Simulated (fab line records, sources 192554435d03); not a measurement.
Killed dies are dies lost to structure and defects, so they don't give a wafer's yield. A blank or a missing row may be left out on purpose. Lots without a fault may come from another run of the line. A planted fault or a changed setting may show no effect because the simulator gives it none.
Chamber matching | flow n5_finfet | N5_BEOL_M0_SAQP_ILD_DEP_01 on pecvd-02: 3 sister chambers
The step deposits SiOC from DEMS/O2, target thk 45.419 nm, time 8.7 s. 18 wafers are shown with their chamber, then 9 later ones without.

WAFERS WITH THEIR CHAMBER
wafer  | chamber | throttle_valve_pct (%) | heater_power_w (W) | showerhead_plenum_p_Torr (Torr)
L074.3 | 0       | 11.8                   | 549                | 5.713
L074.5 | 0       | 11.7                   | 535                | 5.708
L074.6 | 2       | 12.5                   | 475                | 5.708
L077.2 | 2       | 12.3                   | 450                | 5.692
L077.5 | 2       | 12.5                   | 459                | 5.703
L077.6 | 1       | 12.5                   | 419                | 5.694
L081.1 | 1       | 12.8                   | 460                | 5.688
L081.4 | 1       | 12.7                   | 461                | 5.705
L081.5 | 2       | 12.6                   | 498                | 5.705
L082.1 | 2       | 12.6                   | 528                | 5.705
L082.3 | 1       | 12.8                   | 383                | 5.708
L082.4 | 0       | 11.9                   | 492                | 5.711
L084.2 | 2       | 12.1                   | 488                | 5.700
L084.3 | 0       | 11.7                   | 525                | 5.697
L084.5 | 1       | 12.7                   | 456                | 5.699
L088.1 | 0       | 11.9                   | 493                | 5.708
L088.5 | 1       | 12.6                   | 405                | 5.685
L088.6 | 0       | 11.6                   | 508                | 5.715

SIGNATURES (means of the wafers above)
reading                  | chamber 0 | chamber 1 | chamber 2 | scatter within a chamber
throttle_valve_pct       | 11.767    | 12.683    | 12.433    | 0.149
heater_power_w           | 517.00    | 430.67    | 483.00    | 28.5
showerhead_plenum_p_Torr | 5.70867   | 5.69650   | 5.70217   | 0.00722
Rule: a wafer's distance from a chamber is the root of the sum, over the readings, of the square of ((its reading less the chamber's mean) divided by the reading's scatter). The wafer belongs to the nearest chamber; if the next one is less than 2 further off, it can't be placed. The scatter: the root of (the sum of the squares of (reading less its chamber's mean) over the shown wafers, divided by (wafers less chambers)).

WAFERS WITHOUT THEIR CHAMBER
wafer  | throttle_valve_pct (%) | heater_power_w (W) | showerhead_plenum_p_Torr (Torr)
L089.2 | 12.0                   | 546                | 5.720
L089.5 | 12.0                   | 541                | 5.702
L089.6 | 12.6                   | 493                | 5.693
L092.1 | 12.6                   | 476                | 5.700
L092.4 | 11.8                   | 559                | 5.708
L092.6 | 12.7                   | 467                | 5.680
L095.3 | 11.9                   | 551                | 5.718
L095.5 | 12.8                   | 407                | 5.691
L095.6 | 11.7                   | 544                | 5.715

WHICH CHAMBER EACH WENT THROUGH
wafer  | from the rows above     | in truth
L089.2 | can't be placed: 0 or 2 | 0
L089.5 | can't be placed: 0 or 2 | 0
L089.6 | can't be placed: 2 or 1 | 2
L092.1 | can't be placed: 2 or 1 | 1
L092.4 | 0                       | 0
L092.6 | can't be placed: 1 or 2 | 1
L095.3 | 0                       | 0
L095.5 | 1                       | 1
L095.6 | 0                       | 0
Placed correctly: 4 of 9. Can't be placed from these rows: 5 (the true chamber is among the candidates in 5). Placed wrongly: 0.
